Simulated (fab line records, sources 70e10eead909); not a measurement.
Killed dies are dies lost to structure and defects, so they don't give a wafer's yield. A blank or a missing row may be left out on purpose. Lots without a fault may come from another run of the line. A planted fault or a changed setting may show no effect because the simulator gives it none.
Which tool did it? | flow nand_harc | 12 lots, 36 wafers sampled, at 2 steps of a route of 1159

WHAT THE GAUGES READ, wafer by wafer
NHARC_P_CONTACT_CD_MEAS_12: target cd 90 nm.
lot  | measured     | on        | cd_nm (nm)
L076 | day 5 17:49  | cd_sem-01 | 89.4 88.3 88.5
L078 | day 6 09:36  | cd_sem-01 | 90.1 89.2 89.4
L079 | day 6 21:35  | cd_sem-01 | 91.7 91.7 90.7
L080 | day 7 04:02  | cd_sem-03 | 91.0 91.2 90.2
L082 | day 7 17:32  | cd_sem-03 | 89.9 89.4 90.0
L086 | day 8 18:47  | cd_sem-01 | 91.3 91.1 92.3
L087 | day 8 19:31  | cd_sem-03 | 91.8 91.2 90.8
L089 | day 9 07:26  | cd_sem-01 | 89.7 89.9 89.7
L092 | day 9 19:10  | cd_sem-03 | 91.0 89.5 90.0
L093 | day 10 05:55 | cd_sem-02 | 89.8 89.5 89.0
L097 | day 10 22:23 | cd_sem-03 | 90.9 90.6 91.4
L096 | day 10 23:46 | cd_sem-02 | 88.9 89.5 88.7

WHICH TOOL RAN EACH LOT (tool, then ch and the chambers of the sampled wafers, then the start)
lot  | NHARC_P_GATE_STRIP_76
L076 | plasma_asher-02 ch 0,1, day 5 12:11
L078 | plasma_asher-02 ch 0,1, day 6 03:38
L079 | plasma_asher-02 ch 0, day 6 15:53
L080 | plasma_asher-01 ch 0,1, day 6 21:53
L082 | plasma_asher-01 ch 0,1, day 7 11:59
L086 | plasma_asher-02 ch 0,1, day 8 13:08
L087 | plasma_asher-02 ch 0,1, day 8 14:07
L089 | plasma_asher-02 ch 0,1, day 9 01:36
L092 | plasma_asher-02 ch 0,1, day 9 13:20
L093 | plasma_asher-02 ch 0,1, day 10 00:19
L097 | plasma_asher-01 ch 0,1, day 10 16:34
L096 | plasma_asher-02 ch 0,1, day 10 17:44
- NHARC_P_GATE_STRIP_76: strips in O2.

THE ANSWER, worked out from the rows above alone
Rule: what is usual is taken from the lots themselves. Put in order of their means at a reading, lots are off if they are a third of the lots or fewer, leave a main group of 4 or more, and stand apart from it by a gap of 3 or more times the standard deviation of the main group's means; of several such gaps the widest counts. A main group whose means are all the same, to the digits that the tables above print for the reading, isn't used. A lot without any number at a reading at which 4 lots or more have one is off too. The other lots that the step has rows for count as sound.
No lot is off at any reading shown: from this, nothing can be told.

WHAT THE SIMULATOR HAD PUT IN
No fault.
